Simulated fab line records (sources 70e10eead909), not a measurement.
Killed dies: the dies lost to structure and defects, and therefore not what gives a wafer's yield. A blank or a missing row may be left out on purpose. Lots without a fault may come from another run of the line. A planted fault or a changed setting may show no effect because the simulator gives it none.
Which tool did it? | flow nand_harc | 6 lots with 18 wafers sampled at 4 steps, on a route of 1302 steps

== WHAT THE GAUGES READ, wafer by wafer ==
NHARC_END_SORT_01.
lot  | measured     | on        | killed_at_other
L136 | day 25 00:15 | prober-02 | 0 0 3
L138 | day 25 19:35 | prober-01 | 1 0 0
L141 | day 26 06:03 | prober-01 | 1 2 2
L145 | day 28 01:38 | prober-02 | 4 4 4
L144 | day 28 09:23 | prober-01 | 2 2 0
L157 | day 33 14:23 | prober-02 | 1 4 2

== EACH LOT AND THE TOOL THAT RAN IT (in order: tool; ch and the chambers of the sampled wafers; start) ==
lot  | NHARC_A_BONDPAD_PVD_27                  | NHARC_HYBRID_BOND_ACTIVATE_00      | NHARC_THIN_TSV_ETCH_44
L136 | pvd_sputter-02, day 23 17:28 or earlier | rie_diel-03 ch 0,2,3, day 23 17:28 | rie_diel-12 ch 1,2,3, day 24 08:02
L138 | pvd_sputter-01, day 24 12:08 or earlier | rie_diel-03 ch 1,2, day 24 12:08   | rie_diel-06 ch 2,3, day 25 01:25
L141 | pvd_sputter-02, day 24 23:28 or earlier | rie_diel-03 ch 1,2,3, day 24 23:28 | rie_diel-06 ch 1,2,3, day 25 13:53
L145 | pvd_sputter-02, day 26 19:06 or earlier | rie_diel-03 ch 0,1, day 26 19:06   | rie_diel-04 ch 0,2,3, day 27 10:58
L144 | pvd_sputter-01, day 26 23:53 or earlier | rie_diel-03 ch 0,3, day 26 23:53   | rie_diel-04 ch 0,1,3, day 27 13:17
L157 | pvd_sputter-01, day 32 04:43 or earlier | rie_diel-08 ch 0,1,3, day 32 04:43 | rie_diel-04 ch 0,3, day 32 18:54
- NHARC_A_BONDPAD_PVD_27: deposits Cu, target thk 30 nm, time 20.49 s.
- NHARC_HYBRID_BOND_ACTIVATE_00: chemistry N2, time 60 s.
- NHARC_THIN_TSV_ETCH_44: etches the open film in CF4/O2, target depth 1594.2 nm, time 797.1 s.

== THE ANSWER, worked out from the rows above alone ==
Rule: usual is defined by the lots themselves. Put in order of their means at a reading, lots are off if they are a third of the lots or fewer, leave a main group of 4 or more, and stand apart from it by a gap of 3 or more times the standard deviation of the main group's means; of several such gaps the widest counts. A main group is skipped when, at the precision printed for the reading in the tables above, its means are all equal. A lot without any number at a reading at which 4 lots or more have one is off too. All remaining lots with rows at the step are treated as sound.
Across all readings shown, no lot is off: no conclusion can be drawn from this.

== WHAT HAD BEEN PUT IN BY THE SIMULATOR ==
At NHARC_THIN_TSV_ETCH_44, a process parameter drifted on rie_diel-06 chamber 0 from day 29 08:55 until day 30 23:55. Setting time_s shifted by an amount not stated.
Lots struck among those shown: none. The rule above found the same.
